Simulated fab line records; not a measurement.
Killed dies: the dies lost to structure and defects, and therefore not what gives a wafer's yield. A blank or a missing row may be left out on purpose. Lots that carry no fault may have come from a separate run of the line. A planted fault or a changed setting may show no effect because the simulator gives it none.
fab line records	flow nand-harc
record lots=15	wafers=45	last-day=34
route steps=1302 shown P_CONTACT@232 P_M0@260
lots with no fault: from the same line, run without faults
start-h: hours from the record's opening day to when the first of the lot's shown wafers began	wait-h: how many hours have passed since the lot's step before this one	" identical to the entry in the row above	L1.1+2: a row that stands for several wafers	- no value, or no start was given	* or withheld: withheld	< > ~ a bound
route shown NAME@n: NAME is a module with steps in the file, n the number in the route of the first one	usual: mean and standard deviation over wafers with no fault	same: alike in all rows	chamber/n: place in a boat	sites: per-site readings	_std_site: the standard deviation of these	_edge_site: inner sites' mean taken away from outer sites' mean	radius-mm: how far each site lies from the wafer's centre	mask NAME#n: copy n	behind: tool/chamber where the wafer was last shaped	hold: why the lot was held/for how many hours/how that ended	device: names the non-switching transistor (n, p or np)	end of line: the route-end tests of the same wafers	a step without rows: its recipe alone	killed: dies that structure and defects cost at the first sort, which is not the same as the wafer's yield	map: shows each die of a wafer: x if killed, . if not, _ if none is there
set.NAME: the run value of the setting; set.NAME@STEP: its run value at that earlier step	model.NAME: the simulator's own value behind a step, which no gauge read
one table for each step of the route and one row for each wafer, over a sample of lots
services: the hour from which a tool's chamber was out of use, counted from the record's first day as start-h (under 0 if before that day), plus the number of hours and why
## steps
# step NHARC_P_CONTACT_CD_MEAS_12
# recipe target-cd-nm=90	landing-energy-ev=500
# usual cd-nm=90.2/0.52
lot.wafer	tool	chamber	start-h	wait-h	cd-nm
L874.2	cd-sem-03	0	123.11	-	90.2
L874.4	"	0	"	"	90.3
L874.6	"	0	"	"	90.2
L875.2	cd-sem-02	0	123.29	-	89.9
L875.4	"	0	"	"	90.0
L875.6	"	0	"	"	90.3
L876.1	cd-sem-02	0	134.66	-	89.4
L876.3	"	0	"	"	89.7
L876.4	"	0	"	"	89.9
L877.1	cd-sem-01	0	147.66	-	90.0
L877.2	"	0	"	"	90.4
L877.4	"	0	"	"	90.3
L879.1	cd-sem-01	0	166.71	-	90.0
L879.2	"	0	"	"	90.0
L879.6	"	0	"	"	91.2
L880.1	cd-sem-01	0	182.19	-	89.9
L880.4	"	0	"	"	89.8
L880.6	"	0	"	"	89.8
L881.2	cd-sem-02	0	190.92	-	90.7
L881.4	"	0	"	"	90.8
L881.6	"	0	"	"	90.6
L883.1	cd-sem-03	0	221.66	-	89.2
L883.2	"	0	"	"	89.0
L883.5	"	0	"	"	89.6
L886.1	cd-sem-03	0	240.65	-	89.8
L886.4	"	0	"	"	90.5
L886.5	"	0	"	"	90.2
L889.1	cd-sem-03	0	271.99	-	89.6
L889.3	"	0	"	"	90.0
L889.6	"	0	"	"	89.7
L892.3	cd-sem-03	0	307.02	-	90.1
L892.4	"	0	"	"	91.4
L892.6	"	0	"	"	90.4
L893.1	cd-sem-01	0	314.38	-	89.9
L893.3	"	0	"	"	90.1
L893.4	"	0	"	"	90.9
L895.1	cd-sem-01	0	330.02	-	90.4
L895.2	"	0	"	"	90.1
L895.3	"	0	"	"	90.8
L896.2	cd-sem-01	0	336.96	-	89.8
L896.4	"	0	"	"	89.7
L896.6	"	0	"	"	90.4
L897.4	cd-sem-03	0	349.77	-	90.2
L897.5	"	0	"	"	89.9
L897.6	"	0	"	"	90.3
# step NHARC_P_CONTACT_DESCUM_17
# recipe time-s=3	o2-flow-sccm=200	ar-flow-sccm=0	bias-power-w=0	chemistry=O2
# usual drypump-motor-current-A=5.4/0.44	mfc-ar-sccm=0.004/0.0062	oes-product-au=0.999/0.0077	rf-vpp-V=57.8/0.84	showerhead-plenum-p-Torr=1.89/0.083	throttle-valve-pct=11.311/0.0086
# same time-s=3
lot.wafer	tool	chamber	start-h	wait-h	drypump-motor-current-A	mfc-ar-sccm	oes-product-au	rf-hours-counter-h	rf-vpp-V	showerhead-plenum-p-Torr	throttle-valve-pct
L874.4	rie-diel-09	2	123.30	0.1	5.5	0	1.004	8	57.6	1.78	11.312
L874.2	"	0	"	"	5.1	0.007	1.003	7	58.0	1.87	11.300
L874.6	"	2	"	"	5.5	0	0.997	-	58.3	1.78	11.315
L875.2	rie-diel-05	3	123.47	0.1	5.2	0.008	0.996	1	57.1	1.87	11.319
L875.4	"	1	"	"	5.9	0	0.989	1	58.1	1.82	11.302
L875.6	"	3	"	"	5.3	0.008	1.002	-	57.9	1.87	11.318
L876.4	rie-diel-09	1	134.85	0.1	5.2	0	1.014	9	59.6	1.98	11.312
L876.1	"	3	"	"	5.0	0	1.002	8	57.9	1.92	11.328
L876.3	"	0	"	"	5.1	0.007	1.003	8	57.5	1.87	11.330
L877.2	rie-diel-07	1	147.85	0.1	6.4	0.013	1.013	0	59.1	1.84	11.302
L877.4	"	2	"	"	5.1	0	1.005	0	58.9	1.87	11.313
L877.1	"	3	"	"	6.0	0.017	1.004	0	57.3	2.01	11.329
L879.1	rie-diel-05	3	166.91	0.1	5.3	0.008	0.986	2	58.1	1.87	11.331
L879.2	"	1	"	"	5.9	0	0.991	2	57.4	1.82	11.319
L879.6	"	3	"	"	5.3	0.008	0.998	-	58.3	1.87	11.298
L880.1	rie-diel-09	0	182.37	0.1	5.1	0.007	1.002	1	59.1	1.87	11.298
L880.4	"	3	"	"	5.0	0	0.989	2	57.1	1.92	11.323
L880.6	"	1	"	"	5.2	0	1.002	-	58.0	1.98	11.327
L881.2	rie-diel-05	0	191.10	0.1	5.3	0.016	1.008	3	57.3	1.79	11.313
L881.6	"	0	"	"	5.3	0.016	1.000	-	56.0	1.79	11.302
L881.4	"	1	"	"	5.9	0	1.005	-	57.7	1.82	11.308
L883.1	rie-diel-07	2	221.87	0.1	5.1	0	0.992	2	57.7	1.87	11.308
L883.2	"	3	"	"	6.0	0.017	0.999	2	57.4	2.01	11.321
L883.5	"	1	"	"	6.4	0.013	1.009	-	57.7	1.84	11.308
L886.4	rie-diel-07	2	240.84	0.1	5.1	0	0.992	3	58.8	1.87	11.314
L886.1	"	3	"	"	6.0	0.017	1.010	3	58.9	2.01	11.316
L886.5	"	2	"	"	5.1	0	0.998	-	57.3	1.87	11.309
L889.3	rie-diel-05	0	272.18	0.1	5.2	0.016	0.999	1	57.1	1.79	11.309
L889.1	"	1	"	"	5.9	0	1.002	1	58.0	1.82	11.309
L889.6	"	1	"	"	5.9	0	0.994	-	57.9	1.82	11.308
L892.3	rie-diel-09	2	307.21	0.1	5.5	0	0.999	10	58.0	1.78	11.312
L892.4	"	3	"	"	5.0	0	1.006	11	57.8	1.92	11.294
L892.6	"	2	"	"	5.5	0	1.001	-	56.4	1.78	11.316
L893.4	rie-diel-07	3	314.57	0.1	6.0	0.017	1.012	0	58.9	2.01	11.302
L893.3	"	0	"	"	5.5	0	1.005	0	59.3	2.03	11.306
L893.1	"	1	"	"	6.4	0.013	0.996	0	56.4	1.84	11.317
L895.1	rie-diel-09	0	330.22	0.1	5.1	0.007	0.998	0	58.2	1.86	11.319
L895.3	"	1	"	"	5.2	0	1.005	0	57.5	1.98	11.296
L895.2	"	2	"	"	5.5	0	0.989	0	57.2	1.78	11.299
L896.4	rie-diel-05	3	337.15	0.1	5.3	0.008	0.989	2	57.8	1.87	11.327
L896.2	"	0	"	"	5.2	0.016	0.996	3	56.8	1.79	11.312
L896.6	"	3	"	"	5.2	0.008	0.992	-	59.1	1.87	11.306
L897.4	rie-diel-09	0	349.97	0.1	5.1	0.007	1.007	1	59.6	1.86	11.303
L897.5	"	1	"	"	5.2	0	0.993	-	59.2	1.98	11.316
L897.6	"	2	"	"	5.5	0	0.982	-	57.5	1.78	11.300
# step NHARC_P_CONTACT_INSPECT_27
# usual raw-defect-count=283/98
lot.wafer	tool	chamber	start-h	wait-h	raw-defect-count
L874.2	defect-inspect-02	-	126.39	0.1	310
L874.4	"	-	"	"	373
L874.6	"	-	"	"	270
L875.2	defect-inspect-02	-	126.54	0.1	277
L875.4	"	-	"	"	243
L875.6	"	-	"	"	418
L876.1	defect-inspect-01	-	137.92	0.1	311
L876.3	"	-	"	"	352
L876.4	"	-	"	"	235
L877.1	defect-inspect-01	-	150.94	0.1	241
L877.2	"	-	"	"	126
L877.4	"	-	"	"	161
L879.1	defect-inspect-02	-	170.02	0.1	235
L879.2	"	-	"	"	207
L879.6	"	-	"	"	382
L880.1	defect-inspect-01	-	185.45	0.1	138
L880.4	"	-	"	"	112
L880.6	"	-	"	"	143
L881.2	defect-inspect-01	-	194.34	0.1	200
L881.4	"	-	"	"	174
L881.6	"	-	"	"	222
L883.1	defect-inspect-02	-	224.99	0.1	211
L883.2	"	-	"	"	132
L883.5	"	-	"	"	188
L886.1	defect-inspect-01	-	243.92	0.1	398
L886.4	"	-	"	"	332
L886.5	"	-	"	"	516
L889.1	defect-inspect-02	-	275.28	0.1	164
L889.3	"	-	"	"	228
L889.6	"	-	"	"	289
L892.3	defect-inspect-01	-	310.28	0.1	328
L892.4	"	-	"	"	276
L892.6	"	-	"	"	263
L893.1	defect-inspect-02	-	317.63	0.1	291
L893.3	"	-	"	"	279
L893.4	"	-	"	"	306
L895.1	defect-inspect-02	-	333.31	0.1	117
L895.2	"	-	"	"	159
L895.3	"	-	"	"	215
L896.2	defect-inspect-01	-	340.78	0.1	258
L896.4	"	-	"	"	237
L896.6	"	-	"	"	247
L897.4	defect-inspect-02	-	353.01	0.1	383
L897.5	"	-	"	"	281
L897.6	"	-	"	"	212
# step NHARC_P_M0_EXPOSE_06
# recipe na=1.35	target-cd-nm=90	dose-mj=81.28	mask-id=P_M0
# usual exposure-dose-mJ-cm2=81.27/0.076	focus-offset-nm=0.1/0.53
lot.wafer	tool	chamber	start-h	wait-h	mask	exposure-dose-mJ-cm2	focus-offset-nm
L874.2	arfi-scanner-02	0	127.02	-	P_M0#0	81.32	0.1
L874.4	"	0	"	"	P_M0#0	81.36	-0.2
L874.6	"	0	"	"	P_M0#0	81.32	0.4
L875.2	arfi-scanner-01	0	127.30	-	P_M0#0	81.23	-0.6
L875.4	"	0	"	"	P_M0#0	81.24	0.1
L875.6	"	0	"	"	P_M0#0	81.15	0.1
L876.1	arfi-scanner-02	0	138.68	-	P_M0#0	81.25	0.7
L876.3	"	0	"	"	P_M0#0	81.20	0.5
L876.4	"	0	"	"	P_M0#0	81.22	0.3
L877.1	arfi-scanner-03	0	151.70	-	P_M0#0	81.13	-0.4
L877.2	"	0	"	"	P_M0#0	81.30	-0.2
L877.4	"	0	"	"	P_M0#0	81.16	0.5
L879.1	arfi-scanner-03	0	170.78	-	P_M0#0	81.30	0.2
L879.2	"	0	"	"	P_M0#0	81.42	-0.9
L879.6	"	0	"	"	P_M0#0	81.42	-0.7
L880.1	arfi-scanner-03	0	186.09	-	P_M0#0	61.66	-0.9
L880.4	"	0	"	"	P_M0#0	61.78	0.1
L880.6	"	0	"	"	P_M0#0	61.75	0.1
L881.2	arfi-scanner-03	0	194.98	-	P_M0#0	65.74	-0.2
L881.4	"	0	"	"	P_M0#0	65.61	-0.5
L881.6	"	0	"	"	P_M0#0	65.64	-0.9
L883.1	arfi-scanner-01	0	225.74	-	P_M0#0	81.36	-0.5
L883.2	"	0	"	"	P_M0#0	81.30	0.3
L883.5	"	0	"	"	P_M0#0	81.23	-0.3
L886.1	arfi-scanner-03	0	244.68	-	P_M0#0	68.77	0.2
L886.4	"	0	"	"	P_M0#0	68.87	0.9
L886.5	"	0	"	"	P_M0#0	68.79	0.8
L889.1	arfi-scanner-02	0	276.05	-	P_M0#0	81.30	0.1
L889.3	"	0	"	"	P_M0#0	81.27	-0.4
L889.6	"	0	"	"	P_M0#0	81.13	-0.3
L892.3	arfi-scanner-01	0	311.05	-	P_M0#0	81.36	0.4
L892.4	"	0	"	"	P_M0#0	81.17	-0.3
L892.6	"	0	"	"	P_M0#0	81.20	0.8
L893.1	arfi-scanner-02	0	318.39	-	P_M0#0	81.23	0.3
L893.3	"	0	"	"	P_M0#0	81.34	-0.1
L893.4	"	0	"	"	P_M0#0	81.31	-0.9
L895.1	arfi-scanner-01	0	334.09	-	P_M0#0	81.16	1.0
L895.2	"	0	"	"	P_M0#0	81.21	0.5
L895.3	"	0	"	"	P_M0#0	81.36	0.4
L896.2	arfi-scanner-01	0	341.43	-	P_M0#0	81.22	0.2
L896.4	"	0	"	"	P_M0#0	81.08	0.4
L896.6	"	0	"	"	P_M0#0	81.29	0.2
L897.4	arfi-scanner-02	0	353.78	-	P_M0#0	81.35	0.0
L897.5	"	0	"	"	P_M0#0	81.36	0.0
L897.6	"	0	"	"	P_M0#0	81.38	0.4
# step NHARC_P_M0_CD_MEAS_09
# recipe target-cd-nm=90	landing-energy-ev=500
# usual cd-nm=89.8/0.5
lot.wafer	tool	chamber	start-h	wait-h	cd-nm
L874.2	cd-sem-03	0	127.16	-	90.5
L874.4	"	0	"	"	90.1
L874.6	"	0	"	"	90.1
L875.2	cd-sem-02	0	127.44	-	88.8
L875.4	"	0	"	"	89.6
L875.6	"	0	"	"	89.7
L876.1	cd-sem-02	0	138.82	-	89.8
L876.3	"	0	"	"	89.4
L876.4	"	0	"	"	89.6
L877.1	cd-sem-03	0	151.84	-	90.2
L877.2	"	0	"	"	90.4
L877.4	"	0	"	"	90.2
L879.1	cd-sem-01	0	170.92	-	89.4
L879.2	"	0	"	"	89.3
L879.6	"	0	"	"	89.7
L880.1	cd-sem-03	0	186.23	-	73.3
L880.4	"	0	"	"	72.8
L880.6	"	0	"	"	72.8
L881.2	cd-sem-01	0	195.12	-	76.7
L881.4	"	0	"	"	76.6
L881.6	"	0	"	"	76.6
L883.1	cd-sem-01	0	225.88	-	88.9
L883.2	"	0	"	"	89.9
L883.5	"	0	"	"	89.5
L886.1	cd-sem-01	0	244.82	-	79.1
L886.4	"	0	"	"	78.9
L886.5	"	0	"	"	79.0
L889.1	cd-sem-03	0	276.19	-	90.7
L889.3	"	0	"	"	90.4
L889.6	"	0	"	"	90.3
L892.3	cd-sem-02	0	311.18	-	90.4
L892.4	"	0	"	"	90.3
L892.6	"	0	"	"	89.7
L893.1	cd-sem-02	0	318.53	-	90.1
L893.3	"	0	"	"	89.8
L893.4	"	0	"	"	89.0
L895.1	cd-sem-02	0	334.23	-	89.3
L895.2	"	0	"	"	90.3
L895.3	"	0	"	"	90.6
L896.2	cd-sem-02	0	341.56	-	90.5
L896.4	"	0	"	"	90.4
L896.6	"	0	"	"	91.0
L897.4	cd-sem-02	0	353.92	-	89.7
L897.5	"	0	"	"	89.0
L897.6	"	0	"	"	89.9
## services
tool	chamber	start-h	hours	kind
arfi-scanner-01	-	99.83	2.4	repair
rie-diel-07	-	117.20	9.0	pm
arfi-scanner-03	-	125.41	0.9	repair
arfi-scanner-02	-	139.30	1.1	repair
rie-diel-09	-	143.39	9.0	pm
rie-diel-07	1	163.82	2.1	repair
rie-diel-09	0	165.49	4.0	repair
rie-diel-05	-	175.83	1.0	repair
rie-diel-05	3	189.77	3.1	repair
rie-diel-09	2	189.90	5.2	repair
arfi-scanner-03	-	197.47	4.0	pm
rie-diel-05	3	200.62	14.5	repair
rie-diel-05	-	229.61	9.0	pm
rie-diel-07	1	237.22	2.6	repair
arfi-scanner-01	-	252.00	4.0	pm
arfi-scanner-02	-	258.09	0.8	repair
rie-diel-05	2	279.24	23.6	repair
rie-diel-05	0	281.65	2.0	repair
rie-diel-05	3	289.99	7.0	repair
arfi-scanner-03	-	300.89	1.3	repair
arfi-scanner-02	-	312.37	4.0	pm
rie-diel-09	-	320.39	9.0	pm
arfi-scanner-03	-	331.53	0.3	repair
rie-diel-05	1	332.85	4.1	repair
## key
first-sign step=NHARC_P_M0_EXPOSE_06	reading=exposure-dose-mJ-cm2	direction=down	sigmas=99+	usual=81.27	struck=65.40
effect step=NHARC_P_M0_CD_MEAS_09	reading=cd-nm	direction=down	sigmas=27	usual=89.8	struck=76.2	through=control-loop
met-at NHARC_P_M0_EXPOSE_06
struck-lots L880,L881,L886
later-rows-left-out L880.1,L880.4,L880.6
sort-left-out L880.1,L880.4,L880.6,L881.2,L881.4,L881.6,L886.1,L886.4,L886.5
loop-trim step=NHARC_P_M0_EXPOSE_06	setting=dose	lots=L881,L886
not-acting-at NHARC_P_CONTACT_CD_MEAS_12,NHARC_P_CONTACT_DESCUM_17,NHARC_P_CONTACT_INSPECT_27
onset-between 170.78 186.09
fault kind=process-parameter-drift	tool=arfi-scanner-03	chamber=-	onset-h=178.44	steps=NHARC_P_M0_EXPOSE_06	channel=dose-mj	offset=-19.516	shape=step	acts-in=these-recipes-only	stated=81.28
# sort-left-out: the simulated sort isn't trusted on such a fault, so these wafers' sort isn't shown, and their yield isn't known
# later-rows-left-out: the simulator's readings of these wafers behind a module that went badly wrong aren't trusted and aren't shown, but for the sort
# loop-trim: a control loop set the setting to another value than it would have without faults
